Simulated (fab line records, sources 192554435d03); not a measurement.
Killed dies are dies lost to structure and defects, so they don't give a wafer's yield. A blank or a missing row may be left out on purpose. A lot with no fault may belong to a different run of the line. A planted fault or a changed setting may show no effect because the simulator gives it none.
fab line records	flow n5_finfet
record lots=24	wafers=72	last_day=17
route steps=1938 shown BEOL_M12@1648 BEOL_M13@1669 BEOL_M14@1730
lots that met no fault: taken from a fault-free run of the same line
start_h: hours from the record's first day to the start of the lot's first wafer shown	wait_h: time in hours since the lot's previous step	" as in the row above	L1.1+2: one row covering several wafers at once	- no value, or no start was given	* or withheld: withheld	< > ~ a bound
route shown NAME@n: names a module that has steps shown in the file, with the first one's number in the route	usual: mean and standard deviation over wafers with no fault	same: alike in all rows	chamber/n: place in a boat	sites: the reading at each site	_std_site: the values' standard deviation	_edge_site: inner sites' mean taken away from outer sites' mean	radius_mm: for every site, how far away it sits from the centre of the wafer	mask NAME#n: copy n	behind: tool/chamber where the wafer was last shaped	hold: the reason the lot was held/the length of the hold in hours/how it ended	device: whichever transistor did not switch (one of n, p or np)	end of line: at the end of the route, the tests of the same wafers	for a step that has no rows: nothing shown but its recipe	killed: the dies lost at the first sort to structure and to defects; this is not the yield of the wafer	map: a wafer's dies, x killed, . not, _ none there
set.NAME: the setting the step ran with; set.NAME@STEP: the setting that earlier step ran with	model.NAME: the simulator's own value behind a step, which no gauge read
one table for each step of the route and one row for each wafer, over a sample of lots
services: when a tool's chamber went out of use (start_h, in hours from the record's first day, below 0 if earlier), for how many hours, and the reason
## steps
# step N5_BEOL_M12_SPUTTER_43
# recipe material=TaN	target_thk_a=150	temp_c=50	bias_v=168.6	power_w=15000	chamber_pressure_pa=0.12	time_s=24.19
# usual throttle_valve_pct=30.6/1.1
lot.wafer	tool	chamber	start_h	wait_h	throttle_valve_pct
L074.1	pvd_sputter-01	-	241.12	0.0	30.5
L074.2	"	-	"	"	30.0
L074.4	"	-	"	"	32.7
L075.1	pvd_sputter-02	-	244.50	0.0	30.9
L075.3	"	-	"	"	29.7
L075.4	"	-	"	"	30.3
L076.2	pvd_sputter-01	-	261.11	0.0	31.3
L076.3	"	-	"	"	32.7
L076.5	"	-	"	"	30.2
L080.3	pvd_sputter-01	-	265.87	0.0	31.3
L080.4	"	-	"	"	32.9
L080.5	"	-	"	"	30.3
L079.1	pvd_sputter-01	-	267.69	0.0	30.2
L079.3	"	-	"	"	33.0
L079.4	"	-	"	"	29.9
L077.2	pvd_sputter-03	-	276.53	0.0	31.2
L077.5	"	-	"	"	28.8
L077.6	"	-	"	"	31.2
L081.1	pvd_sputter-02	-	278.33	0.0	30.3
L081.5	"	-	"	"	30.4
L081.6	"	-	"	"	30.9
L078.1	pvd_sputter-02	-	278.69	0.0	30.1
L078.5	"	-	"	"	31.1
L078.6	"	-	"	"	30.3
L082.3	pvd_sputter-01	-	280.43	0.0	30.4
L082.4	"	-	"	"	32.8
L082.6	"	-	"	"	31.4
L083.2	pvd_sputter-01	-	291.86	0.0	31.5
L083.4	"	-	"	"	30.6
L083.5	"	-	"	"	32.8
L084.2	pvd_sputter-01	-	300.58	0.0	32.9
L084.5	"	-	"	"	29.9
L084.6	"	-	"	"	33.0
L085.2	pvd_sputter-01	-	312.82	0.0	32.8
L085.3	"	-	"	"	30.6
L085.4	"	-	"	"	31.3
L087.4	pvd_sputter-01	-	315.84	0.0	30.4
L087.5	"	-	"	"	31.2
L087.6	"	-	"	"	30.4
L089.1	pvd_sputter-03	-	324.75	0.0	30.4
L089.3	"	-	"	"	28.4
L089.4	"	-	"	"	28.6
L086.1	pvd_sputter-03	-	325.07	0.0	28.7
L086.3	"	-	"	"	30.6
L086.4	"	-	"	"	28.8
L091.2	pvd_sputter-02	-	327.96	0.0	30.5
L091.3	"	-	"	"	31.0
L091.5	"	-	"	"	30.0
L090.1	pvd_sputter-02	-	328.68	0.0	29.5
L090.4	"	-	"	"	30.5
L090.6	"	-	"	"	31.0
L088.3	pvd_sputter-03	-	332.39	0.0	28.6
L088.5	"	-	"	"	30.6
L088.6	"	-	"	"	31.0
L093.3	pvd_sputter-02	-	338.47	0.0	29.8
L093.4	"	-	"	"	31.0
L093.5	"	-	"	"	30.8
L094.1	pvd_sputter-03	-	358.24	0.0	31.5
L094.4	"	-	"	"	30.4
L094.6	"	-	"	"	30.5
L092.4	pvd_sputter-02	-	359.51	0.0	30.5
L092.5	"	-	"	"	30.3
L092.6	"	-	"	"	30.8
L096.1	pvd_sputter-02	-	378.79	0.0	30.5
L096.3	"	-	"	"	30.8
L096.5	"	-	"	"	30.5
L097.3	pvd_sputter-02	-	383.93	0.0	30.2
L097.4	"	-	"	"	30.8
L097.6	"	-	"	"	30.2
L095.1	pvd_sputter-03	-	384.37	0.0	28.8
L095.3	"	-	"	"	28.7
L095.4	"	-	"	"	31.3
# step N5_BEOL_M13_CD_MEAS_10
# recipe target_cd_nm=190	landing_energy_ev=500	detector=se_inlens	polarity=opening
# usual cd_nm=190.7/1.8
lot.wafer	tool	chamber	start_h	wait_h	cd_nm
L074.1	cd_sem-01	0	242.77	-	192.4
L074.2	"	0	"	"	192.7
L074.4	"	0	"	"	191.2
L075.1	cd_sem-03	0	246.20	-	192.6
L075.3	"	0	"	"	191.9
L075.4	"	0	"	"	193.0
L076.2	cd_sem-02	0	262.83	-	194.0
L076.3	"	0	"	"	191.1
L076.5	"	0	"	"	192.4
L080.3	cd_sem-01	0	267.65	-	190.3
L080.4	"	0	"	"	190.4
L080.5	"	0	"	"	190.4
L079.1	cd_sem-01	0	269.48	-	191.9
L079.3	"	0	"	"	192.6
L079.4	"	0	"	"	192.2
L077.2	cd_sem-03	0	278.28	-	191.2
L077.5	"	0	"	"	192.9
L077.6	"	0	"	"	192.4
L081.1	cd_sem-01	0	280.42	-	193.0
L081.5	"	0	"	"	194.8
L081.6	"	0	"	"	191.8
L078.1	cd_sem-01	0	280.79	-	193.1
L078.5	"	0	"	"	191.6
L078.6	"	0	"	"	192.9
L082.3	cd_sem-03	0	282.10	-	192.8
L082.4	"	0	"	"	192.3
L082.6	"	0	"	"	191.5
L083.2	cd_sem-01	0	293.70	-	192.9
L083.4	"	0	"	"	191.2
L083.5	"	0	"	"	190.5
L084.2	cd_sem-02	0	302.24	-	191.1
L084.5	"	0	"	"	191.3
L084.6	"	0	"	"	190.9
L085.2	cd_sem-01	0	314.71	-	187.9
L085.3	"	0	"	"	188.1
L085.4	"	0	"	"	187.5
L087.4	cd_sem-02	0	317.85	-	191.1
L087.5	"	0	"	"	190.5
L087.6	"	0	"	"	190.5
L089.1	cd_sem-02	0	326.62	-	189.7
L089.3	"	0	"	"	189.6
L089.4	"	0	"	"	187.2
L086.1	cd_sem-01	0	326.92	-	191.1
L086.3	"	0	"	"	191.1
L086.4	"	0	"	"	194.2
L091.2	cd_sem-01	0	329.62	-	189.3
L091.3	"	0	"	"	191.1
L091.5	"	0	"	"	190.9
L090.1	cd_sem-02	0	330.68	-	189.5
L090.4	"	0	"	"	190.4
L090.6	"	0	"	"	191.5
L088.3	cd_sem-03	0	334.05	-	189.2
L088.5	"	0	"	"	190.0
L088.6	"	0	"	"	189.3
L093.3	cd_sem-01	0	340.26	-	189.6
L093.4	"	0	"	"	187.9
L093.5	"	0	"	"	189.4
L094.1	cd_sem-01	0	360.00	-	190.6
L094.4	"	0	"	"	189.5
L094.6	"	0	"	"	191.1
L092.4	cd_sem-01	0	361.54	-	188.4
L092.5	"	0	"	"	191.1
L092.6	"	0	"	"	190.8
L096.1	cd_sem-02	0	380.62	-	184.7
L096.3	"	0	"	"	187.2
L096.5	"	0	"	"	186.1
L097.3	cd_sem-02	0	385.75	-	190.3
L097.4	"	0	"	"	187.6
L097.6	"	0	"	"	188.7
L095.1	cd_sem-03	0	386.18	-	190.5
L095.3	"	0	"	"	188.9
L095.4	"	0	"	"	188.6
# step N5_BEOL_M13_CD_MEAS_28
# recipe target_cd_nm=209.5	landing_energy_ev=500	detector=se_inlens
# usual cd_nm=209.7/1.4
lot.wafer	tool	chamber	start_h	wait_h	cd_nm
L074.1	cd_sem-01	0	243.85	-	208.9
L074.2	"	0	"	"	208.7
L074.4	"	0	"	"	209.7
L075.1	cd_sem-02	0	247.72	-	210.1
L075.3	"	0	"	"	208.3
L075.4	"	0	"	"	209.9
L076.2	cd_sem-03	0	263.78	-	209.1
L076.3	"	0	"	"	210.0
L076.5	"	0	"	"	209.4
L080.3	cd_sem-02	0	268.60	-	205.9
L080.4	"	0	"	"	208.0
L080.5	"	0	"	"	208.1
L079.1	cd_sem-02	0	270.55	-	208.5
L079.3	"	0	"	"	208.8
L079.4	"	0	"	"	208.9
L077.2	cd_sem-02	0	279.35	-	209.7
L077.5	"	0	"	"	208.2
L077.6	"	0	"	"	208.4
L081.1	cd_sem-01	0	281.49	-	209.4
L081.5	"	0	"	"	210.7
L081.6	"	0	"	"	211.5
L078.1	cd_sem-01	0	281.73	-	211.2
L078.5	"	0	"	"	211.0
L078.6	"	0	"	"	210.3
L082.3	cd_sem-03	0	283.24	-	208.6
L082.4	"	0	"	"	210.1
L082.6	"	0	"	"	209.8
L083.2	cd_sem-02	0	295.00	-	209.6
L083.4	"	0	"	"	208.7
L083.5	"	0	"	"	209.1
L084.2	cd_sem-01	0	303.38	-	208.3
L084.5	"	0	"	"	209.2
L084.6	"	0	"	"	208.5
L085.2	cd_sem-02	0	315.78	-	209.9
L085.3	"	0	"	"	211.3
L085.4	"	0	"	"	209.3
L087.4	cd_sem-02	0	318.80	-	212.1
L087.5	"	0	"	"	211.7
L087.6	"	0	"	"	212.4
L089.1	cd_sem-01	0	328.12	-	209.7
L089.3	"	0	"	"	209.1
L089.4	"	0	"	"	207.2
L086.1	cd_sem-01	0	328.26	-	211.2
L086.3	"	0	"	"	209.8
L086.4	"	0	"	"	210.9
L091.2	cd_sem-01	0	330.70	-	210.8
L091.3	"	0	"	"	212.2
L091.5	"	0	"	"	211.8
L090.1	cd_sem-03	0	331.63	-	210.5
L090.4	"	0	"	"	209.9
L090.6	"	0	"	"	212.1
L088.3	cd_sem-02	0	335.13	-	209.4
L088.5	"	0	"	"	210.4
L088.6	"	0	"	"	209.2
L093.3	cd_sem-01	0	341.21	-	211.2
L093.4	"	0	"	"	209.6
L093.5	"	0	"	"	212.1
L094.1	cd_sem-03	0	361.08	-	208.7
L094.4	"	0	"	"	208.6
L094.6	"	0	"	"	208.1
L092.4	cd_sem-02	0	362.59	-	209.2
L092.5	"	0	"	"	208.7
L092.6	"	0	"	"	210.5
L096.1	cd_sem-02	0	381.57	-	211.1
L096.3	"	0	"	"	211.0
L096.5	"	0	"	"	211.9
L097.3	cd_sem-01	0	386.70	-	211.0
L097.4	"	0	"	"	208.5
L097.6	"	0	"	"	210.3
L095.1	cd_sem-02	0	387.33	-	208.9
L095.3	"	0	"	"	208.8
L095.4	"	0	"	"	207.9
# step N5_BEOL_M13_TRENCH_ETCH_34
# recipe chemistry=C4F8/O2/Ar	target=SiOC	target_depth_a=4134.7	mask_material=SOC	pressure_mtorr=30	source_w=3000	bias_w=700	Ar_flow_sccm=400	C4F8_flow_sccm=15	O2_flow_sccm=8	he_inner_torr=15	he_outer_torr=30	time_s=162.6	ion_energy_ev=250
# usual chamber_pressure_mTorr=30.00/0.031	drypump_motor_current_A=5.6/0.5	oes_product_au=0.74/0.062	rf_vpp_V=666/4.1	showerhead_plenum_p_Torr=3.44/0.14	throttle_valve_pct=24.37/0.23
lot.wafer	tool	chamber	start_h	wait_h	chamber_pressure_mTorr	drypump_motor_current_A	oes_product_au	rf_hours_counter_h	rf_vpp_V	showerhead_plenum_p_Torr	throttle_valve_pct
L074.1	rie_diel-02	0	244.34	0.0	30.01	5.3	0.71	188	664	3.42	24.56
L074.2	"	2	"	"	30.01	6.1	0.77	129	659	3.17	24.57
L074.4	"	3	"	"	30.02	5.6	0.84	73	670	3.61	24.28
L075.1	rie_diel-01	3	248.45	0.0	30.00	5.2	0.75	177	665	3.42	24.55
L075.3	"	1	"	"	30.00	5.8	0.84	58	672	3.57	24.30
L075.4	"	2	"	"	30.00	4.8	0.90	38	671	3.61	24.18
L076.2	rie_diel-03	2	264.67	0.0	29.96	6.4	0.72	181	669	3.53	24.00
L076.3	"	0	"	"	30.02	5.3	0.71	201	665	3.40	24.51
L076.5	"	0	"	"	30.00	5.3	0.72	-	665	3.40	24.52
L080.3	rie_diel-02	2	269.08	0.0	30.05	6.1	0.75	138	658	3.17	24.61
L080.4	"	3	"	"	30.01	5.6	0.83	81	671	3.61	24.30
L080.5	"	2	"	"	30.01	6.1	0.76	-	658	3.17	24.59
L079.1	rie_diel-02	1	271.04	0.0	29.99	4.9	0.69	230	660	3.26	23.94
L079.3	"	2	"	"	29.99	6.1	0.75	139	659	3.17	24.60
L079.4	"	0	"	"	29.97	5.3	0.71	197	666	3.41	24.56
L077.2	rie_diel-02	0	279.84	0.0	30.01	5.3	0.71	199	665	3.41	24.59
L077.5	"	2	"	"	29.99	6.1	0.74	-	657	3.17	24.60
L077.6	"	3	"	"	30.02	5.6	0.83	-	671	3.61	24.30
L081.1	rie_diel-02	0	281.98	0.0	30.04	5.3	0.70	200	665	3.41	24.60
L081.5	"	1	"	"	29.99	4.9	0.68	-	661	3.26	23.95
L081.6	"	0	"	"	30.00	5.3	0.71	-	664	3.41	24.56
L078.1	rie_diel-03	2	282.22	0.0	29.98	6.5	0.72	186	669	3.53	24.02
L078.5	"	2	"	"	29.96	6.5	0.73	-	668	3.53	24.03
L078.6	"	1	"	"	30.03	5.2	0.71	-	664	3.41	24.56
L082.3	rie_diel-03	2	283.73	0.0	29.99	6.5	0.73	187	670	3.53	24.04
L082.4	"	1	"	"	29.96	5.2	0.71	185	665	3.41	24.57
L082.6	"	2	"	"	30.02	6.4	0.72	-	668	3.53	24.02
L083.2	rie_diel-02	1	295.49	0.0	29.96	4.9	0.68	238	660	3.26	23.97
L083.4	"	3	"	"	29.99	5.7	0.82	90	671	3.60	24.33
L083.5	"	3	"	"	29.97	5.7	0.82	-	669	3.60	24.30
L084.2	rie_diel-02	0	303.88	0.0	29.96	5.3	0.70	208	664	3.41	24.58
L084.5	"	2	"	"	29.96	6.1	0.75	-	659	3.16	24.62
L084.6	"	3	"	"	30.02	5.6	0.82	-	670	3.60	24.33
L085.2	rie_diel-01	1	316.83	0.0	30.04	5.8	0.80	78	671	3.56	24.32
L085.3	"	3	"	"	29.94	5.2	0.73	196	664	3.41	24.57
L085.4	"	0	"	"	30.03	6.2	0.68	228	668	3.50	24.29
L087.4	rie_diel-01	3	319.28	0.0	30.00	5.2	0.73	197	664	3.41	24.58
L087.5	"	3	"	"	29.99	5.2	0.73	-	665	3.41	24.58
L087.6	"	2	"	"	29.98	4.8	0.87	-	671	3.60	24.21
L089.1	rie_diel-03	1	328.61	0.0	30.00	5.2	0.70	198	664	3.40	24.59
L089.3	"	2	"	"	29.99	6.5	0.71	200	669	3.52	24.04
L089.4	"	1	"	"	30.03	5.2	0.70	-	666	3.40	24.57
L086.1	rie_diel-02	3	328.75	0.0	30.00	5.6	0.81	101	671	3.60	24.32
L086.3	"	2	"	"	30.04	6.1	0.74	156	659	3.16	24.62
L086.4	"	0	"	"	29.98	5.3	0.69	215	665	3.40	24.59
L091.2	rie_diel-03	2	331.28	0.0	30.02	6.4	0.71	201	669	3.52	24.04
L091.3	"	1	"	"	30.01	5.2	0.70	199	664	3.40	24.59
L091.5	"	2	"	"	30.03	6.5	0.71	-	669	3.52	24.03
L090.1	rie_diel-01	1	332.33	0.0	30.04	5.9	0.80	83	670	3.56	24.32
L090.4	"	0	"	"	29.98	6.2	0.68	-	668	3.50	24.30
L090.6	"	1	"	"	29.93	5.9	0.82	-	670	3.56	24.34
L088.3	rie_diel-03	0	335.64	0.0	29.97	5.3	0.70	223	663	3.38	24.56
L088.5	"	0	"	"	30.02	5.3	0.70	-	663	3.38	24.54
L088.6	"	2	"	"	29.99	6.5	0.71	-	668	3.52	24.06
L093.3	rie_diel-03	2	341.70	0.0	29.97	6.5	0.70	206	669	3.52	24.05
L093.4	"	2	"	"	30.03	6.5	0.70	-	669	3.52	24.05
L093.5	"	3	"	"	30.02	5.9	0.73	-	669	3.54	24.29
L094.1	rie_diel-02	2	362.05	0.0	30.05	6.1	0.72	171	658	3.15	24.64
L094.4	"	0	"	"	30.01	5.3	0.69	-	666	3.40	24.60
L094.6	"	2	"	"	30.03	6.0	0.73	-	657	3.15	24.64
L092.4	rie_diel-02	0	363.07	0.0	30.02	5.3	0.68	231	665	3.40	24.63
L092.5	"	1	"	"	29.98	4.9	1.01	-	671	3.65	23.70
L092.6	"	0	"	"	30.03	5.3	0.68	-	664	3.40	24.60
L096.1	rie_diel-01	0	382.06	0.0	30.04	6.2	0.67	243	668	3.49	24.32
L096.3	"	3	"	"	30.00	5.2	0.71	209	665	3.41	24.61
L096.5	"	0	"	"	30.00	6.2	0.67	-	668	3.49	24.30
L097.3	rie_diel-03	2	387.19	0.0	30.04	6.5	0.70	222	668	3.51	24.07
L097.4	"	1	"	"	29.97	5.2	0.70	213	665	3.40	24.60
L097.6	"	0	"	"	29.98	5.3	0.70	-	664	3.38	24.56
L095.1	rie_diel-03	3	387.82	0.0	30.02	5.8	0.71	170	669	3.53	24.31
L095.3	"	1	"	"	29.97	5.2	0.70	213	666	3.40	24.60
L095.4	"	2	"	"	30.03	6.4	0.70	222	666	3.51	24.07
# step N5_BEOL_M13_CMP_49
# recipe stop_on=SiOC	t_overpolish_s=17.1	down_force_psi=1	platen_rpm=50	clearing_platen_down_force_psi=1.5	clearing_platen_rpm=50	post_cmp_clean=cu_alkaline	target_thk_nm=420	clearing_platen_pad_velocity_m_s=0.99484	pad_velocity_m_s=0.99484
# usual barrier_field_endpoint_s=30.2/0.68	motor_current_A=6.2/0.39	overpolish_run_s=17.100/0.01
lot.wafer	tool	chamber	start_h	wait_h	barrier_field_endpoint_s	motor_current_A	overpolish_run_s
L074.1	cmp-03	1	246.40	0.3	29.5	6.2	17.102
L074.4	"	3	"	"	29.1	6.6	17.100
L074.2	"	0	"	"	30.0	5.8	17.104
L075.3	cmp-02	2	252.54	0.2	30.2	6.5	17.102
L075.4	"	0	"	"	30.2	6.3	17.109
L075.1	"	1	"	"	30.1	5.6	17.089
L076.2	cmp-01	2	267.47	0.3	30.4	7.1	17.098
L076.3	"	3	"	"	29.9	5.8	17.085
L076.5	"	0	"	"	30.2	5.5	17.083
L080.3	cmp-03	2	273.15	0.2	30.7	6.8	17.092
L080.4	"	0	"	"	31.5	5.8	17.106
L080.5	"	2	"	"	31.5	6.2	17.103
L079.3	cmp-03	2	278.42	0.2	31.3	6.3	17.075
L079.1	"	0	"	"	30.5	5.7	17.101
L079.4	"	1	"	"	30.9	6.3	17.115
L077.2	cmp-02	1	283.62	0.3	30.6	6.1	17.090
L077.6	"	0	"	"	29.6	6.3	17.089
L077.5	"	1	"	"	29.6	5.8	17.098
L081.1	cmp-03	1	284.70	0.4	29.8	6.3	17.101
L081.6	"	2	"	"	30.0	6.7	17.102
L081.5	"	3	"	"	30.1	6.7	17.088
L078.1	cmp-01	2	285.69	0.3	31.4	7.1	17.077
L078.6	"	2	"	"	31.2	6.7	17.095
L078.5	"	3	"	"	31.0	5.6	17.099
L082.3	cmp-03	1	292.24	0.2	28.6	6.2	17.105
L082.4	"	0	"	"	29.2	5.9	17.106
L082.6	"	1	"	"	28.3	6.2	17.104
L083.2	cmp-01	1	300.74	0.2	30.4	6.3	17.099
L083.4	"	0	"	"	30.1	5.7	17.109
L083.5	"	1	"	"	30.1	6.7	17.078
L084.2	cmp-03	3	307.40	0.3	30.3	6.5	17.093
L084.5	"	0	"	"	30.9	5.8	17.094
L084.6	"	1	"	"	30.0	6.4	17.105
L085.3	cmp-01	0	322.69	0.2	29.5	5.7	17.098
L085.4	"	1	"	"	30.5	5.9	17.116
L085.2	"	3	"	"	30.1	5.6	17.102
L087.4	cmp-03	0	322.95	0.1	30.1	5.7	17.117
L087.5	"	0	"	"	29.1	5.7	17.084
L087.6	"	1	"	"	29.7	6.3	17.095
L089.3	cmp-02	3	330.69	0.2	29.6	6.5	17.095
L089.1	"	0	"	"	30.9	6.1	17.102
L089.4	"	1	"	"	30.4	6.1	17.099
L086.3	cmp-03	0	331.16	0.2	29.5	5.5	17.104
L086.4	"	1	"	"	29.8	6.3	17.103
L086.1	"	2	"	"	28.7	6.4	17.086
L091.3	cmp-02	2	333.32	0.2	30.0	6.6	17.114
L091.2	"	0	"	"	30.3	6.3	17.109
L091.5	"	2	"	"	30.6	6.1	17.117
L090.4	cmp-02	0	333.69	0.2	30.1	6.3	17.108
L090.1	"	2	"	"	30.0	6.3	17.106
L090.6	"	3	"	"	29.7	6.0	17.098
L088.3	cmp-03	2	337.47	0.2	31.5	6.5	17.099
L088.6	"	1	"	"	30.4	6.0	17.119
L088.5	"	2	"	"	31.2	6.4	17.100
L093.3	cmp-01	2	345.82	0.2	30.9	6.9	17.092
L093.4	"	1	"	"	30.5	6.1	17.112
L093.5	"	3	"	"	29.8	5.9	17.100
L094.4	cmp-02	1	365.42	0.1	30.6	5.6	17.105
L094.1	"	0	"	"	30.0	6.3	17.100
L094.6	"	1	"	"	29.7	5.8	17.114
L092.4	cmp-01	2	365.76	0.2	31.5	6.9	17.106
L092.6	"	0	"	"	31.3	5.5	17.100
L092.5	"	1	"	"	30.4	6.3	17.109
L096.3	cmp-03	3	384.58	0.2	30.7	6.7	17.122
L096.1	"	0	"	"	29.9	5.7	17.094
L096.5	"	3	"	"	30.9	6.6	17.095
L097.4	cmp-02	0	391.28	0.2	29.8	6.5	17.067
L097.3	"	2	"	"	30.5	6.4	17.107
L097.6	"	3	"	"	29.8	6.0	17.091
L095.4	cmp-01	1	393.58	0.2	30.5	6.4	17.083
L095.1	"	2	"	"	30.8	6.6	17.106
L095.3	"	3	"	"	29.8	5.9	17.101
# step N5_BEOL_M14_ETCH_59
# recipe chemistry=N2/H2	target=BARC	target_depth_a=890	overetch_a=267	time_s=67.9	ion_energy_ev=200	pressure_mtorr=30	source_w=840	bias_w=150	n2_flow_sccm=200	h2_flow_sccm=200
# usual chamber_pressure_mTorr=30.000/0.027	drypump_motor_current_A=5.6/0.53	oes_product_au=0.66/0.064	rf_vpp_V=523.1/2.7	showerhead_plenum_p_Torr=2.51/0.096	throttle_valve_pct=17.99/0.24
lot.wafer	tool	chamber	start_h	wait_h	chamber_pressure_mTorr	drypump_motor_current_A	oes_product_au	rf_hours_counter_h	rf_vpp_V	showerhead_plenum_p_Torr	throttle_valve_pct
L074.1	rie_diel-04	1	247.50	0.0	29.967	5.8	0.71	71	524.2	2.57	18.12
L074.2	"	2	"	"	29.980	4.9	0.60	229	526.0	2.61	17.95
L074.4	"	3	"	"	30.030	4.9	0.60	184	521.6	2.43	18.19
L075.1	rie_diel-05	0	253.80	0.0	29.998	5.7	0.62	210	524.3	2.52	18.35
L075.3	"	2	"	"	29.970	6.5	0.65	157	523.9	2.55	17.87
L075.4	"	0	"	"	29.999	5.8	0.62	-	523.2	2.52	18.36
L076.2	rie_diel-06	3	268.55	0.0	30.022	5.1	0.72	43	521.5	2.48	17.78
L076.3	"	1	"	"	29.966	5.6	0.60	214	516.7	2.30	18.01
L076.5	"	3	"	"	30.001	5.1	0.73	-	522.3	2.48	17.78
L080.3	rie_diel-04	0	274.60	0.0	30.002	6.0	0.62	169	527.9	2.66	18.23
L080.4	"	3	"	"	29.968	4.9	0.60	193	520.4	2.43	18.21
L080.5	"	3	"	"	29.979	4.9	0.60	-	520.5	2.43	18.22
L079.1	rie_diel-04	2	279.63	0.0	29.955	4.9	0.59	241	526.5	2.61	17.99
L079.3	"	2	"	"	30.039	4.9	0.59	-	526.6	2.61	17.98
L079.4	"	1	"	"	29.993	5.8	0.69	-	525.3	2.57	18.15
L077.2	rie_diel-06	2	284.82	0.0	30.036	5.6	0.73	55	524.7	2.56	17.54
L077.5	"	1	"	"	30.046	5.6	0.60	-	518.8	2.30	18.00
L077.6	"	2	"	"	30.001	5.6	0.73	-	526.1	2.56	17.54
L081.1	rie_diel-04	1	285.69	0.0	29.981	5.8	0.69	86	523.5	2.57	18.15
L081.5	"	0	"	"	30.007	6.0	0.63	-	526.8	2.66	18.23
L081.6	"	3	"	"	29.991	4.9	0.60	-	518.7	2.42	18.20
L078.1	rie_diel-04	3	287.03	0.0	29.973	4.9	0.59	196	521.4	2.42	18.22
L078.5	"	0	"	"	29.979	6.0	0.62	-	526.4	2.65	18.23
L078.6	"	1	"	"	29.979	5.8	0.70	-	525.7	2.57	18.15
L082.3	rie_diel-05	3	293.55	0.0	29.986	5.4	0.62	209	522.4	2.50	17.79
L082.4	"	0	"	"	29.979	5.7	0.60	225	523.7	2.51	18.37
L082.6	"	3	"	"	29.965	5.4	0.62	-	523.7	2.50	17.79
L083.2	rie_diel-06	1	301.97	0.0	30.050	5.7	0.60	226	518.2	2.30	18.02
L083.4	"	3	"	"	30.000	5.1	0.71	54	522.9	2.48	17.80
L083.5	"	1	"	"	30.028	5.6	0.60	-	516.4	2.30	18.02
L084.2	rie_diel-04	3	308.53	0.0	30.035	4.9	0.60	202	520.9	2.42	18.23
L084.5	"	3	"	"	29.991	4.9	0.60	-	520.1	2.42	18.23
L084.6	"	0	"	"	30.038	6.0	0.62	-	526.3	2.65	18.25
L085.2	rie_diel-04	1	323.87	0.0	29.997	5.8	0.68	99	524.7	2.56	18.18
L085.3	"	0	"	"	29.957	6.0	0.62	185	526.4	2.65	18.26
L085.4	"	0	"	"	29.950	6.0	0.61	-	526.8	2.65	18.26
L087.4	rie_diel-04	3	324.25	0.0	29.995	4.9	0.59	-	521.3	2.42	18.23
L087.5	"	1	"	"	29.980	5.8	0.68	-	525.7	2.56	18.18
L087.6	"	0	"	"	30.044	6.0	0.61	-	527.7	2.65	18.25
L089.1	rie_diel-06	2	332.86	0.0	29.971	5.6	0.70	74	525.9	2.55	17.58
L089.3	"	3	"	"	29.976	5.1	0.70	65	522.9	2.47	17.82
L089.4	"	1	"	"	29.988	5.6	0.59	238	516.2	2.29	18.05
L086.1	rie_diel-06	3	333.38	0.0	30.002	5.1	0.71	65	521.3	2.47	17.82
L086.3	"	1	"	"	29.950	5.6	0.59	239	516.9	2.29	18.05
L086.4	"	0	"	"	29.984	6.4	0.76	39	522.3	2.50	17.89
L091.2	rie_diel-05	2	335.23	0.0	29.981	6.5	0.63	193	523.3	2.53	17.91
L091.3	"	3	"	"	30.003	5.4	0.61	227	522.2	2.49	17.81
L091.5	"	0	"	"	30.033	5.8	0.59	-	522.9	2.51	18.40
L090.1	rie_diel-05	3	336.40	0.0	30.020	5.4	0.61	228	524.6	2.49	17.83
L090.4	"	0	"	"	29.961	5.7	0.60	-	522.0	2.50	18.41
L090.6	"	2	"	"	29.949	6.5	0.63	-	524.1	2.53	17.93
L088.3	rie_diel-06	1	339.79	0.0	30.015	5.6	0.59	242	516.0	2.29	18.06
L088.5	"	3	"	"	29.973	5.1	0.70	-	522.9	2.47	17.81
L088.6	"	0	"	"	30.027	6.4	0.75	-	521.6	2.49	17.89
L093.3	rie_diel-06	0	346.92	0.0	29.995	6.5	0.76	45	521.7	2.49	17.88
L093.4	"	2	"	"	30.014	5.6	0.69	79	524.9	2.55	17.56
L093.5	"	0	"	"	29.998	6.4	0.74	-	520.8	2.49	17.91
L094.1	rie_diel-06	2	366.52	0.0	29.978	5.6	0.70	85	525.9	2.55	17.57
L094.4	"	3	"	"	30.032	5.1	0.71	77	522.4	2.47	17.84
L094.6	"	3	"	"	30.004	5.1	0.69	-	521.8	2.47	17.84
L092.4	rie_diel-06	1	367.06	0.0	30.039	5.6	0.59	250	518.0	2.29	18.06
L092.5	"	1	"	"	29.996	5.6	0.58	-	517.8	2.29	18.07
L092.6	"	2	"	"	30.032	5.6	0.69	-	524.7	2.55	17.60
L096.1	rie_diel-04	2	385.72	0.0	30.009	4.9	0.81	16	524.7	2.60	17.55
L096.3	"	0	"	"	29.982	6.0	0.60	203	525.9	2.64	18.29
L096.5	"	2	"	"	29.986	4.9	0.80	-	525.2	2.60	17.56
L097.3	rie_diel-06	2	392.38	0.0	29.997	5.6	0.69	95	523.1	2.54	17.62
L097.4	"	3	"	"	30.013	5.1	0.68	86	522.1	2.46	17.86
L097.6	"	0	"	"	30.024	6.4	0.74	-	522.9	2.49	17.92
L095.1	rie_diel-04	2	394.86	0.0	29.954	4.9	0.80	20	525.8	2.60	17.57
L095.3	"	0	"	"	29.996	6.0	0.60	207	525.3	2.64	18.30
L095.4	"	1	"	"	29.978	5.8	0.66	121	523.9	2.55	18.22
## services
tool	chamber	start_h	hours	kind
rie_diel-06	-	226.50	4.3	pm
cmp-02	-	226.91	0.8	repair
cmp-02	-	236.26	5.6	pm
pvd_sputter-02	-	238.19	1.5	repair
rie_diel-06	2	244.62	10.0	repair
cmp-02	-	245.99	3.0	repair
cmp-02	-	263.63	1.8	repair
rie_diel-04	3	277.18	5.2	repair
pvd_sputter-02	-	285.64	5.0	repair
rie_diel-02	2	286.38	3.2	repair
cmp-01	-	290.30	4.0	pm
cmp-02	-	304.06	5.2	repair
cmp-02	-	312.51	2.7	repair
rie_diel-03	3	322.36	15.4	repair
cmp-02	-	323.23	0.9	repair
rie_diel-04	-	328.49	15.6	pm
rie_diel-03	1	337.77	14.5	repair
cmp-03	-	338.32	1.5	repair
rie_diel-04	3	371.95	7.3	repair
cmp-02	-	379.36	1.7	repair
cmp-03	-	379.91	4.0	pm
rie_diel-03	0	382.92	3.2	repair
rie_diel-06	-	386.11	1.0	repair
rie_diel-03	2	389.57	5.6	repair
## key
fault none
